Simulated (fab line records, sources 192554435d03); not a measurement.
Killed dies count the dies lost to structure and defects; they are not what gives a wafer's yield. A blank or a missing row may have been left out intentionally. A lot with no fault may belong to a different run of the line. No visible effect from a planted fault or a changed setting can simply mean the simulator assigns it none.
fab line records / flow n5Finfet
record lots=11 wafers=32 lastDay=17
route steps=1938 shown BEOL_M9@1447 BEOL_M10@1472
lots that met no fault: taken from a fault-free run of the same line
startH: start of the lot's first displayed wafer, in hours after the record's first day / waitH: hours since the lot's step before / " unchanged from the row above / L1.1+2: a row that stands for several wafers / - no value, or no start given / * or withheld: withheld / < > ~ a bound
route shown NAME@n: names a module that has steps shown in the file, with the first one's number in the route / usual: mean and standard deviation over wafers with no fault / same: alike in all rows / chamber/n: place in a boat / sites: each site's reading / _std_site: their standard deviation / _edge_site: the outer-site mean with the inner-site mean subtracted / radiusMm: how far each site lies from the wafer's centre / mask NAME#n: copy n / behind: the tool/chamber that last shaped the wafer / hold: why the lot was held/for how many hours/how that ended / device: transistor that didn't switch, given as n, p or np / end of line: the tests these same wafers got at the end of their route / a step with no rows: only its recipe / killed: the dies lost at the first sort to structure and to defects; this is not the yield of the wafer / map: dies across one wafer; x = killed, . = not, _ = none there
set.NAME: the setting as run; set.NAME@STEP: as run at that earlier step / model.NAME: the simulator's own value behind a step, which no gauge read
route steps across a sampled set of lots; one table per step, one row per wafer
services: the hour from which a tool's chamber was out of use, counted from the record's first day as startH (under 0 if before that day), plus the number of hours and why
## steps
# step N5_BEOL_M9_ETCH_41
# recipe chemistry=CH3F/O2 target=SiCN targetDepthA=366 taperDeg=2 timeS=70.1 ionEnergyEv=120 maskMaterial=TiN pressureMtorr=30 sourceW=395 biasW=75 Ar_flow_sccm=150 CH3F_flow_sccm=30 O2_flow_sccm=20
# usual drypumpMotorCurrentA=5.7/0.53 oesProductAu=0.77/0.1 rfVppV=297.2/1.5 showerheadPlenumPTorr=1.99/0.062 throttleValvePct=16.39/0.28
lot.wafer=L988.1 tool=rieDiel-04 chamber=2 startH=- waitH=- drypumpMotorCurrentA=5.5 oesProductAu=0.75 rfHoursCounterH=180 rfVppV=297.6 showerheadPlenumPTorr=2.07 throttleValvePct=16.39
lot.wafer=L988.4 tool=rieDiel-04 chamber=0 startH=- waitH=- drypumpMotorCurrentA=6.1 oesProductAu=0.71 rfHoursCounterH=- rfVppV=297.4 showerheadPlenumPTorr=1.99 throttleValvePct=16.56
lot.wafer=L988.5 tool=rieDiel-04 chamber=1 startH=- waitH=- drypumpMotorCurrentA=6.6 oesProductAu=0.75 rfHoursCounterH=- rfVppV=296.8 showerheadPlenumPTorr=1.91 throttleValvePct=16.48
lot.wafer=L989.3 tool=rieDiel-05 chamber=2 startH=- waitH=- drypumpMotorCurrentA=5.5 oesProductAu=0.93 rfHoursCounterH=7 rfVppV=297.2 showerheadPlenumPTorr=1.96 throttleValvePct=15.91
lot.wafer=L989.5 tool=rieDiel-05 chamber=1 startH=- waitH=- drypumpMotorCurrentA=6.7 oesProductAu=0.69 rfHoursCounterH=- rfVppV=296.6 showerheadPlenumPTorr=1.97 throttleValvePct=16.60
lot.wafer=L989.6 tool=rieDiel-05 chamber=0 startH=- waitH=- drypumpMotorCurrentA=5.4 oesProductAu=0.68 rfHoursCounterH=- rfVppV=297.0 showerheadPlenumPTorr=1.97 throttleValvePct=16.51
lot.wafer=L991.1 tool=rieDiel-04 chamber=2 startH=- waitH=- drypumpMotorCurrentA=5.5 oesProductAu=0.74 rfHoursCounterH=192 rfVppV=299.5 showerheadPlenumPTorr=2.07 throttleValvePct=16.43
lot.wafer=L991.5 tool=rieDiel-04 chamber=2 startH=- waitH=- drypumpMotorCurrentA=5.5 oesProductAu=0.74 rfHoursCounterH=- rfVppV=297.5 showerheadPlenumPTorr=2.07 throttleValvePct=16.42
lot.wafer=L991.6 tool=rieDiel-04 chamber=3 startH=- waitH=- drypumpMotorCurrentA=5.7 oesProductAu=0.96 rfHoursCounterH=- rfVppV=300.2 showerheadPlenumPTorr=2.13 throttleValvePct=16.31
lot.wafer=L997.1 tool=rieDiel-05 chamber=0 startH=- waitH=- drypumpMotorCurrentA=5.4 oesProductAu=0.67 rfHoursCounterH=240 rfVppV=296.3 showerheadPlenumPTorr=1.97 throttleValvePct=16.52
lot.wafer=L997.2 tool=rieDiel-05 chamber=3 startH=- waitH=- drypumpMotorCurrentA=5.6 oesProductAu=0.69 rfHoursCounterH=225 rfVppV=299.0 showerheadPlenumPTorr=1.97 throttleValvePct=16.85
lot.wafer=L997.5 tool=rieDiel-05 chamber=1 startH=- waitH=- drypumpMotorCurrentA=6.7 oesProductAu=0.69 rfHoursCounterH=- rfVppV=295.5 showerheadPlenumPTorr=1.97 throttleValvePct=16.61
lot.wafer=L993.2 tool=rieDiel-05 chamber=2 startH=- waitH=- drypumpMotorCurrentA=5.5 oesProductAu=0.90 rfHoursCounterH=15 rfVppV=296.8 showerheadPlenumPTorr=1.96 throttleValvePct=15.91
lot.wafer=L993.4 tool=rieDiel-05 chamber=3 startH=- waitH=- drypumpMotorCurrentA=5.6 oesProductAu=0.69 rfHoursCounterH=227 rfVppV=296.5 showerheadPlenumPTorr=1.97 throttleValvePct=16.87
lot.wafer=L100.1 tool=rieDiel-02 chamber=3 startH=- waitH=- drypumpMotorCurrentA=4.8 oesProductAu=0.70 rfHoursCounterH=227 rfVppV=295.7 showerheadPlenumPTorr=1.98 throttleValvePct=16.66
lot.wafer=L100.3 tool=rieDiel-02 chamber=2 startH=- waitH=- drypumpMotorCurrentA=5.6 oesProductAu=0.72 rfHoursCounterH=176 rfVppV=297.7 showerheadPlenumPTorr=1.99 throttleValvePct=16.19
lot.wafer=L100.4 tool=rieDiel-02 chamber=3 startH=- waitH=- drypumpMotorCurrentA=4.8 oesProductAu=0.71 rfHoursCounterH=- rfVppV=297.2 showerheadPlenumPTorr=1.98 throttleValvePct=16.66
lot.wafer=L104.1 tool=rieDiel-05 chamber=0 startH=- waitH=- drypumpMotorCurrentA=5.4 oesProductAu=0.66 rfHoursCounterH=253 rfVppV=295.8 showerheadPlenumPTorr=1.96 throttleValvePct=16.54
lot.wafer=L104.4 tool=rieDiel-05 chamber=2 startH=- waitH=- drypumpMotorCurrentA=5.5 oesProductAu=0.88 rfHoursCounterH=- rfVppV=296.0 showerheadPlenumPTorr=1.95 throttleValvePct=15.93
lot.wafer=L104.5 tool=rieDiel-05 chamber=0 startH=- waitH=- drypumpMotorCurrentA=5.4 oesProductAu=0.67 rfHoursCounterH=- rfVppV=297.2 showerheadPlenumPTorr=1.96 throttleValvePct=16.54
lot.wafer=L105.1 tool=rieDiel-05 chamber=2 startH=- waitH=- drypumpMotorCurrentA=5.5 oesProductAu=0.86 rfHoursCounterH=40 rfVppV=297.1 showerheadPlenumPTorr=1.95 throttleValvePct=15.96
lot.wafer=L105.4 tool=rieDiel-05 chamber=2 startH=- waitH=- drypumpMotorCurrentA=5.5 oesProductAu=0.85 rfHoursCounterH=- rfVppV=297.2 showerheadPlenumPTorr=1.95 throttleValvePct=15.96
lot.wafer=L105.5 tool=rieDiel-05 chamber=1 startH=- waitH=- drypumpMotorCurrentA=6.7 oesProductAu=0.67 rfHoursCounterH=- rfVppV=296.2 showerheadPlenumPTorr=1.96 throttleValvePct=16.66
lot.wafer=L106.1 tool=rieDiel-05 chamber=2 startH=- waitH=- drypumpMotorCurrentA=5.5 oesProductAu=0.85 rfHoursCounterH=41 rfVppV=296.4 showerheadPlenumPTorr=1.95 throttleValvePct=15.96
lot.wafer=L106.4 tool=rieDiel-05 chamber=0 startH=- waitH=- drypumpMotorCurrentA=5.4 oesProductAu=0.98 rfHoursCounterH=- rfVppV=296.1 showerheadPlenumPTorr=1.96 throttleValvePct=16.07
lot.wafer=L106.5 tool=rieDiel-05 chamber=1 startH=- waitH=- drypumpMotorCurrentA=6.7 oesProductAu=0.68 rfHoursCounterH=- rfVppV=296.1 showerheadPlenumPTorr=1.96 throttleValvePct=16.65
lot.wafer=L108.1 tool=rieDiel-02 chamber=3 startH=- waitH=- drypumpMotorCurrentA=4.7 oesProductAu=0.69 rfHoursCounterH=240 rfVppV=297.6 showerheadPlenumPTorr=1.98 throttleValvePct=16.68
lot.wafer=L108.5 tool=rieDiel-02 chamber=3 startH=- waitH=- drypumpMotorCurrentA=4.7 oesProductAu=0.70 rfHoursCounterH=- rfVppV=298.4 showerheadPlenumPTorr=1.98 throttleValvePct=16.67
lot.wafer=L108.6 tool=rieDiel-02 chamber=0 startH=- waitH=- drypumpMotorCurrentA=6.0 oesProductAu=0.94 rfHoursCounterH=- rfVppV=297.6 showerheadPlenumPTorr=1.96 throttleValvePct=16.34
lot.wafer=L109.3 tool=rieDiel-05 chamber=3 startH=- waitH=- drypumpMotorCurrentA=5.6 oesProductAu=0.68 rfHoursCounterH=245 rfVppV=295.1 showerheadPlenumPTorr=1.96 throttleValvePct=16.90
lot.wafer=L109.5 tool=rieDiel-05 chamber=2 startH=- waitH=- drypumpMotorCurrentA=5.5 oesProductAu=0.85 rfHoursCounterH=- rfVppV=296.5 showerheadPlenumPTorr=1.95 throttleValvePct=15.98
lot.wafer=L109.6 tool=rieDiel-05 chamber=3 startH=- waitH=- drypumpMotorCurrentA=5.6 oesProductAu=0.67 rfHoursCounterH=- rfVppV=297.0 showerheadPlenumPTorr=1.96 throttleValvePct=16.88
# step N5_BEOL_M9_ALD_74
# recipe material=TaN targetThkA=20 tempC=275 aldPrecursorFamily=PDMAT aldCoReactant=NH3 pressureTorr=3 carrierFlowSccm=1500 pulseTimeS=2 purgeTimeS=3 coReactantPurgeTimeS=2 coReactantPulseTimeS=3 aldCycles=40 precursorVesselTempC=75 precursorVesselPressureTorr=26.25 precursorVesselCarrierSccm=1000
# usual heaterPowerW=412/33 precursorVesselCarrierSccm=1000/3.1
# same pulseTimeS=2
lot.wafer=L988.1 tool=aldMetal-02 chamber=3 startH=215.61 waitH=0.1 heaterPowerW=434 precursorVesselCarrierSccm=1005
lot.wafer=L988.4 tool=aldMetal-02 chamber=1 startH=215.61 waitH=0.1 heaterPowerW=403 precursorVesselCarrierSccm=1001
lot.wafer=L988.5 tool=aldMetal-02 chamber=0 startH=215.61 waitH=0.1 heaterPowerW=338 precursorVesselCarrierSccm=1000
lot.wafer=L989.3 tool=aldMetal-03 chamber=2 startH=251.15 waitH=0.0 heaterPowerW=462 precursorVesselCarrierSccm=999
lot.wafer=L989.5 tool=aldMetal-03 chamber=0 startH=251.15 waitH=0.0 heaterPowerW=432 precursorVesselCarrierSccm=1002
lot.wafer=L989.6 tool=aldMetal-03 chamber=3 startH=251.15 waitH=0.0 heaterPowerW=402 precursorVesselCarrierSccm=1001
lot.wafer=L991.1 tool=aldMetal-03 chamber=3 startH=259.98 waitH=0.1 heaterPowerW=406 precursorVesselCarrierSccm=999
lot.wafer=L991.5 tool=aldMetal-03 chamber=0 startH=259.98 waitH=0.1 heaterPowerW=446 precursorVesselCarrierSccm=1005
lot.wafer=L991.6 tool=aldMetal-03 chamber=1 startH=259.98 waitH=0.1 heaterPowerW=397 precursorVesselCarrierSccm=1003
lot.wafer=L997.1 tool=aldMetal-02 chamber=2 startH=272.84 waitH=0.0 heaterPowerW=413 precursorVesselCarrierSccm=996
lot.wafer=L997.2 tool=aldMetal-02 chamber=1 startH=272.84 waitH=0.0 heaterPowerW=398 precursorVesselCarrierSccm=997
lot.wafer=L997.5 tool=aldMetal-02 chamber=3 startH=272.84 waitH=0.0 heaterPowerW=435 precursorVesselCarrierSccm=1001
lot.wafer=L993.2 tool=aldMetal-02 chamber=3 startH=280.78 waitH=0.2 heaterPowerW=423 precursorVesselCarrierSccm=997
lot.wafer=L993.4 tool=aldMetal-02 chamber=2 startH=280.78 waitH=0.2 heaterPowerW=407 precursorVesselCarrierSccm=996
lot.wafer=L100.1 tool=aldMetal-02 chamber=3 startH=315.14 waitH=0.2 heaterPowerW=433 precursorVesselCarrierSccm=1003
lot.wafer=L100.3 tool=aldMetal-02 chamber=1 startH=315.14 waitH=0.2 heaterPowerW=392 precursorVesselCarrierSccm=994
lot.wafer=L100.4 tool=aldMetal-02 chamber=0 startH=315.14 waitH=0.2 heaterPowerW=341 precursorVesselCarrierSccm=1004
lot.wafer=L104.1 tool=aldMetal-02 chamber=3 startH=320.92 waitH=0.1 heaterPowerW=430 precursorVesselCarrierSccm=998
lot.wafer=L104.4 tool=aldMetal-02 chamber=2 startH=320.92 waitH=0.1 heaterPowerW=404 precursorVesselCarrierSccm=995
lot.wafer=L104.5 tool=aldMetal-02 chamber=0 startH=320.92 waitH=0.1 heaterPowerW=346 precursorVesselCarrierSccm=1000
lot.wafer=L105.1 tool=aldMetal-02 chamber=0 startH=344.30 waitH=0.0 heaterPowerW=338 precursorVesselCarrierSccm=999
lot.wafer=L105.4 tool=aldMetal-02 chamber=3 startH=344.30 waitH=0.0 heaterPowerW=410 precursorVesselCarrierSccm=1000
lot.wafer=L105.5 tool=aldMetal-02 chamber=2 startH=344.30 waitH=0.0 heaterPowerW=409 precursorVesselCarrierSccm=1000
lot.wafer=L106.1 tool=aldMetal-03 chamber=1 startH=344.88 waitH=0.1 heaterPowerW=410 precursorVesselCarrierSccm=998
lot.wafer=L106.4 tool=aldMetal-03 chamber=1 startH=344.88 waitH=0.1 heaterPowerW=413 precursorVesselCarrierSccm=995
lot.wafer=L106.5 tool=aldMetal-03 chamber=1 startH=344.88 waitH=0.1 heaterPowerW=401 precursorVesselCarrierSccm=995
lot.wafer=L108.1 tool=aldMetal-02 chamber=2 startH=355.61 waitH=0.0 heaterPowerW=410 precursorVesselCarrierSccm=994
lot.wafer=L108.5 tool=aldMetal-02 chamber=1 startH=355.61 waitH=0.0 heaterPowerW=381 precursorVesselCarrierSccm=1000
lot.wafer=L108.6 tool=aldMetal-02 chamber=0 startH=355.61 waitH=0.0 heaterPowerW=339 precursorVesselCarrierSccm=1003
lot.wafer=L109.3 tool=aldMetal-01 chamber=2 startH=355.69 waitH=0.0 heaterPowerW=396 precursorVesselCarrierSccm=998
lot.wafer=L109.5 tool=aldMetal-01 chamber=1 startH=355.69 waitH=0.0 heaterPowerW=436 precursorVesselCarrierSccm=999
lot.wafer=L109.6 tool=aldMetal-01 chamber=2 startH=355.69 waitH=0.0 heaterPowerW=404 precursorVesselCarrierSccm=1003
# step N5_BEOL_M9_CMP_52
# recipe stopOn=SiCOH_lowk tOverpolishS=7 downForcePsi=1 platenRpm=50 clearingPlatenDownForcePsi=1.5 clearingPlatenRpm=50 postCmpClean=cuAlkaline targetThkNm=140 clearingPlatenPadVelocityMS=0.99484 padVelocityMS=0.99484
# usual barrierFieldEndpointS=29.2/0.72 clearingPlatenDownForcePsi=1.500/0.0031 motorCurrentA=5.8/0.94 overpolishRunS=7.001/0.0086 timeToEndpointS=67.1/2.9
# same tOverpolishS=7
lot.wafer=L988.1 tool=cmp-01 chamber=1 startH=217.75 waitH=0.3 barrierFieldEndpointS=28.9 clearingPlatenDownForcePsi=1.498 motorCurrentA=5.8 overpolishRunS=7.007 timeToEndpointS=65.1
lot.wafer=L988.4 tool=cmp-01 chamber=2 startH=217.75 waitH=0.3 barrierFieldEndpointS=28.9 clearingPlatenDownForcePsi=1.498 motorCurrentA=6.0 overpolishRunS=7.006 timeToEndpointS=67.9
lot.wafer=L988.5 tool=cmp-01 chamber=2 startH=217.75 waitH=0.3 barrierFieldEndpointS=28.9 clearingPlatenDownForcePsi=1.503 motorCurrentA=6.1 overpolishRunS=6.984 timeToEndpointS=65.1
lot.wafer=L989.3 tool=cmp-01 chamber=3 startH=252.47 waitH=0.2 barrierFieldEndpointS=30.2 clearingPlatenDownForcePsi=1.499 motorCurrentA=6.6 overpolishRunS=6.999 timeToEndpointS=69.9
lot.wafer=L989.6 tool=cmp-01 chamber=3 startH=252.47 waitH=0.2 barrierFieldEndpointS=30.3 clearingPlatenDownForcePsi=1.496 motorCurrentA=6.3 overpolishRunS=7.000 timeToEndpointS=67.8
lot.wafer=L989.5 tool=cmp-01 chamber=0 startH=252.47 waitH=0.2 barrierFieldEndpointS=29.8 clearingPlatenDownForcePsi=1.496 motorCurrentA=4.9 overpolishRunS=6.998 timeToEndpointS=65.9
lot.wafer=L991.1 tool=cmp-01 chamber=0 startH=261.22 waitH=0.3 barrierFieldEndpointS=28.2 clearingPlatenDownForcePsi=1.502 motorCurrentA=4.6 overpolishRunS=6.996 timeToEndpointS=62.9
lot.wafer=L991.6 tool=cmp-01 chamber=3 startH=261.22 waitH=0.3 barrierFieldEndpointS=28.7 clearingPlatenDownForcePsi=1.492 motorCurrentA=6.7 overpolishRunS=7.004 timeToEndpointS=63.1
lot.wafer=L991.5 tool=cmp-01 chamber=0 startH=261.22 waitH=0.3 barrierFieldEndpointS=15.9 clearingPlatenDownForcePsi=1.503 motorCurrentA=4.6 overpolishRunS=7.000 timeToEndpointS=32.6
lot.wafer=L997.2 tool=cmp-01 chamber=1 startH=274.02 waitH=0.2 barrierFieldEndpointS=15.8 clearingPlatenDownForcePsi=1.496 motorCurrentA=5.3 overpolishRunS=7.001 timeToEndpointS=36.4
lot.wafer=L997.1 tool=cmp-01 chamber=3 startH=274.02 waitH=0.2 barrierFieldEndpointS=28.9 clearingPlatenDownForcePsi=1.499 motorCurrentA=6.6 overpolishRunS=7.007 timeToEndpointS=69.3
lot.wafer=L997.5 tool=cmp-01 chamber=1 startH=274.02 waitH=0.2 barrierFieldEndpointS=16.6 clearingPlatenDownForcePsi=1.500 motorCurrentA=6.1 overpolishRunS=6.988 timeToEndpointS=37.4
lot.wafer=L993.4 tool=cmp-01 chamber=3 startH=281.96 waitH=0.1 barrierFieldEndpointS=30.5 clearingPlatenDownForcePsi=1.504 motorCurrentA=6.5 overpolishRunS=7.002 timeToEndpointS=71.2
lot.wafer=L993.2 tool=cmp-01 chamber=1 startH=281.96 waitH=0.1 barrierFieldEndpointS=16.5 clearingPlatenDownForcePsi=1.499 motorCurrentA=5.8 overpolishRunS=7.004 timeToEndpointS=40.6
lot.wafer=L100.3 tool=cmp-03 chamber=3 startH=317.73 waitH=0.2 barrierFieldEndpointS=29.3 clearingPlatenDownForcePsi=1.497 motorCurrentA=7.4 overpolishRunS=7.002 timeToEndpointS=67.0
lot.wafer=L100.4 tool=cmp-03 chamber=0 startH=317.73 waitH=0.2 barrierFieldEndpointS=30.5 clearingPlatenDownForcePsi=1.500 motorCurrentA=4.5 overpolishRunS=7.003 timeToEndpointS=70.4
lot.wafer=L100.1 tool=cmp-03 chamber=1 startH=317.73 waitH=0.2 barrierFieldEndpointS=29.6 clearingPlatenDownForcePsi=1.502 motorCurrentA=6.8 overpolishRunS=6.996 timeToEndpointS=69.4
lot.wafer=L104.1 tool=cmp-03 chamber=0 startH=323.31 waitH=0.3 barrierFieldEndpointS=28.5 clearingPlatenDownForcePsi=1.498 motorCurrentA=4.2 overpolishRunS=7.001 timeToEndpointS=63.8
lot.wafer=L104.4 tool=cmp-03 chamber=2 startH=323.31 waitH=0.3 barrierFieldEndpointS=29.8 clearingPlatenDownForcePsi=1.501 motorCurrentA=4.7 overpolishRunS=7.023 timeToEndpointS=65.6
lot.wafer=L104.5 tool=cmp-03 chamber=0 startH=323.31 waitH=0.3 barrierFieldEndpointS=29.6 clearingPlatenDownForcePsi=1.501 motorCurrentA=4.3 overpolishRunS=6.990 timeToEndpointS=64.7
lot.wafer=L105.1 tool=cmp-02 chamber=3 startH=345.33 waitH=0.3 barrierFieldEndpointS=28.2 clearingPlatenDownForcePsi=1.494 motorCurrentA=5.7 overpolishRunS=6.994 timeToEndpointS=62.8
lot.wafer=L105.4 tool=cmp-02 chamber=0 startH=345.33 waitH=0.3 barrierFieldEndpointS=28.1 clearingPlatenDownForcePsi=1.502 motorCurrentA=5.2 overpolishRunS=7.006 timeToEndpointS=62.7
lot.wafer=L105.5 tool=cmp-02 chamber=3 startH=345.33 waitH=0.3 barrierFieldEndpointS=28.6 clearingPlatenDownForcePsi=1.498 motorCurrentA=5.9 overpolishRunS=6.993 timeToEndpointS=65.6
lot.wafer=L106.1 tool=cmp-01 chamber=2 startH=347.16 waitH=0.3 barrierFieldEndpointS=30.7 clearingPlatenDownForcePsi=1.501 motorCurrentA=5.8 overpolishRunS=7.011 timeToEndpointS=71.4
lot.wafer=L106.4 tool=cmp-01 chamber=3 startH=347.16 waitH=0.3 barrierFieldEndpointS=30.4 clearingPlatenDownForcePsi=1.497 motorCurrentA=6.5 overpolishRunS=6.991 timeToEndpointS=70.3
lot.wafer=L106.5 tool=cmp-01 chamber=0 startH=347.16 waitH=0.3 barrierFieldEndpointS=29.6 clearingPlatenDownForcePsi=1.496 motorCurrentA=4.5 overpolishRunS=7.015 timeToEndpointS=69.2
lot.wafer=L108.1 tool=cmp-01 chamber=0 startH=357.10 waitH=0.3 barrierFieldEndpointS=29.5 clearingPlatenDownForcePsi=1.500 motorCurrentA=4.9 overpolishRunS=6.994 timeToEndpointS=73.6
lot.wafer=L108.6 tool=cmp-01 chamber=3 startH=357.10 waitH=0.3 barrierFieldEndpointS=30.1 clearingPlatenDownForcePsi=1.496 motorCurrentA=6.4 overpolishRunS=7.013 timeToEndpointS=72.5
lot.wafer=L108.5 tool=cmp-01 chamber=0 startH=357.10 waitH=0.3 barrierFieldEndpointS=29.7 clearingPlatenDownForcePsi=1.495 motorCurrentA=4.6 overpolishRunS=6.999 timeToEndpointS=69.1
lot.wafer=L109.3 tool=cmp-02 chamber=2 startH=357.27 waitH=0.2 barrierFieldEndpointS=28.7 clearingPlatenDownForcePsi=1.499 motorCurrentA=6.7 overpolishRunS=6.994 timeToEndpointS=68.4
lot.wafer=L109.6 tool=cmp-02 chamber=1 startH=357.27 waitH=0.2 barrierFieldEndpointS=28.3 clearingPlatenDownForcePsi=1.502 motorCurrentA=6.8 overpolishRunS=7.002 timeToEndpointS=65.1
lot.wafer=L109.5 tool=cmp-02 chamber=2 startH=357.27 waitH=0.2 barrierFieldEndpointS=28.9 clearingPlatenDownForcePsi=1.499 motorCurrentA=6.5 overpolishRunS=7.017 timeToEndpointS=66.7
# step N5_BEOL_M10_THK_MEAS_01
# recipe reads=SiCOH_lowk_of_BEOL_M10_ILD_DEP_00
# usual M10_ILD_THK=268/3.4
lot.wafer=L988.1 tool=filmMetro-01 chamber=- startH=219.35 waitH=0.8 M10_ILD_THK[nm]=268
lot.wafer=L988.4 tool=filmMetro-01 chamber=- startH=219.35 waitH=0.8 M10_ILD_THK[nm]=268
lot.wafer=L988.5 tool=filmMetro-01 chamber=- startH=219.35 waitH=0.8 M10_ILD_THK[nm]=269
lot.wafer=L989.3 tool=filmMetro-02 chamber=- startH=253.56 waitH=0.3 M10_ILD_THK[nm]=265
lot.wafer=L989.5 tool=filmMetro-02 chamber=- startH=253.56 waitH=0.3 M10_ILD_THK[nm]=269
lot.wafer=L989.6 tool=filmMetro-02 chamber=- startH=253.56 waitH=0.3 M10_ILD_THK[nm]=267
lot.wafer=L991.1 tool=filmMetro-01 chamber=- startH=262.74 waitH=0.8 M10_ILD_THK[nm]=268
lot.wafer=L991.5 tool=filmMetro-01 chamber=- startH=262.74 waitH=0.8 M10_ILD_THK[nm]=273
lot.wafer=L991.6 tool=filmMetro-01 chamber=- startH=262.74 waitH=0.8 M10_ILD_THK[nm]=271
lot.wafer=L997.1 tool=filmMetro-01 chamber=- startH=275.10 waitH=0.4 M10_ILD_THK[nm]=265
lot.wafer=L997.2 tool=filmMetro-01 chamber=- startH=275.10 waitH=0.4 M10_ILD_THK[nm]=267
lot.wafer=L997.5 tool=filmMetro-01 chamber=- startH=275.10 waitH=0.4 M10_ILD_THK[nm]=269
lot.wafer=L993.2 tool=filmMetro-01 chamber=- startH=283.05 waitH=0.4 M10_ILD_THK[nm]=259
lot.wafer=L993.4 tool=filmMetro-01 chamber=- startH=283.05 waitH=0.4 M10_ILD_THK[nm]=264
lot.wafer=L100.1 tool=filmMetro-02 chamber=- startH=318.81 waitH=0.4 M10_ILD_THK[nm]=265
lot.wafer=L100.3 tool=filmMetro-02 chamber=- startH=318.81 waitH=0.4 M10_ILD_THK[nm]=266
lot.wafer=L100.4 tool=filmMetro-02 chamber=- startH=318.81 waitH=0.4 M10_ILD_THK[nm]=269
lot.wafer=L104.1 tool=filmMetro-01 chamber=- startH=324.58 waitH=0.4 M10_ILD_THK[nm]=271
lot.wafer=L104.4 tool=filmMetro-01 chamber=- startH=324.58 waitH=0.4 M10_ILD_THK[nm]=275
lot.wafer=L104.5 tool=filmMetro-01 chamber=- startH=324.58 waitH=0.4 M10_ILD_THK[nm]=273
lot.wafer=L105.1 tool=filmMetro-01 chamber=- startH=346.42 waitH=0.4 M10_ILD_THK[nm]=263
lot.wafer=L105.4 tool=filmMetro-01 chamber=- startH=346.42 waitH=0.4 M10_ILD_THK[nm]=269
lot.wafer=L105.5 tool=filmMetro-01 chamber=- startH=346.42 waitH=0.4 M10_ILD_THK[nm]=267
lot.wafer=L106.1 tool=filmMetro-01 chamber=- startH=348.17 waitH=0.4 M10_ILD_THK[nm]=260
lot.wafer=L106.4 tool=filmMetro-01 chamber=- startH=348.17 waitH=0.4 M10_ILD_THK[nm]=267
lot.wafer=L106.5 tool=filmMetro-01 chamber=- startH=348.17 waitH=0.4 M10_ILD_THK[nm]=269
lot.wafer=L109.3 tool=filmMetro-02 chamber=- startH=358.36 waitH=0.3 M10_ILD_THK[nm]=266
lot.wafer=L109.5 tool=filmMetro-02 chamber=- startH=358.36 waitH=0.3 M10_ILD_THK[nm]=270
lot.wafer=L109.6 tool=filmMetro-02 chamber=- startH=358.36 waitH=0.3 M10_ILD_THK[nm]=272
lot.wafer=L108.1 tool=filmMetro-02 chamber=- startH=358.63 waitH=0.8 M10_ILD_THK[nm]=268
lot.wafer=L108.5 tool=filmMetro-02 chamber=- startH=358.63 waitH=0.8 M10_ILD_THK[nm]=270
lot.wafer=L108.6 tool=filmMetro-02 chamber=- startH=358.63 waitH=0.8 M10_ILD_THK[nm]=271
## services
tool=rieDiel-02 chamber=0 startH=202.66 hours=7.8 kind=repair
tool=rieDiel-02 chamber=2 startH=206.69 hours=6.6 kind=repair
tool=cmp-02 chamber=- startH=211.14 hours=20.4 kind=pm
tool=cmp-01 chamber=- startH=223.63 hours=1.2 kind=repair
tool=aldMetal-03 chamber=- startH=230.14 hours=8.7 kind=pm
tool=cmp-02 chamber=- startH=237.50 hours=1.2 kind=repair
tool=cmp-02 chamber=- startH=244.44 hours=0.2 kind=repair
tool=cmp-02 chamber=- startH=255.96 hours=2.2 kind=repair
tool=cmp-03 chamber=- startH=256.25 hours=2.7 kind=repair
tool=rieDiel-02 chamber=3 startH=267.45 hours=4.0 kind=repair
tool=cmp-02 chamber=- startH=271.97 hours=4.0 kind=pm
tool=rieDiel-02 chamber=- startH=275.75 hours=2.8 kind=pm
tool=aldMetal-01 chamber=- startH=277.04 hours=1.8 kind=repair
tool=cmp-01 chamber=- startH=291.37 hours=5.3 kind=repair
tool=aldMetal-02 chamber=0 startH=300.13 hours=4.0 kind=repair
tool=cmp-03 chamber=- startH=309.49 hours=1.3 kind=repair
tool=cmp-01 chamber=- startH=314.33 hours=3.1 kind=pm
tool=aldMetal-03 chamber=2 startH=325.33 hours=21.9 kind=repair
tool=aldMetal-02 chamber=1 startH=330.24 hours=7.3 kind=repair
tool=aldMetal-03 chamber=0 startH=333.38 hours=20.3 kind=repair
tool=aldMetal-02 chamber=2 startH=335.98 hours=4.2 kind=repair
tool=aldMetal-03 chamber=3 startH=344.35 hours=6.9 kind=repair
tool=cmp-01 chamber=- startH=355.21 hours=1.7 kind=repair
tool=cmp-01 chamber=- startH=357.29 hours=4.0 kind=pm
## key
firstSign step=N5_BEOL_M9_CMP_52 reading=barrierFieldEndpointS direction=down sigmas=18 usual=29.2 struck=16.2
effect step=N5_BEOL_M9_CMP_52 reading=timeToEndpointS direction=down sigmas=11 usual=* struck=*
metAt N5_BEOL_M9_CMP_52
struckLots L991,L993,L997
struckWafers L991.5,L993.2,L997.2,L997.5
notActingAt N5_BEOL_M9_ETCH_41,N5_BEOL_M9_ALD_74,N5_BEOL_M10_THK_MEAS_01
onsetBetween 252.47 261.22
fault kind=processParameterDrift tool=cmp-01 chamber=- onsetH=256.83 steps=N5_BEOL_M9_CMP_52 channel=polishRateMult offset=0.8 shape=step endH=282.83 scope=struckWafersOnly
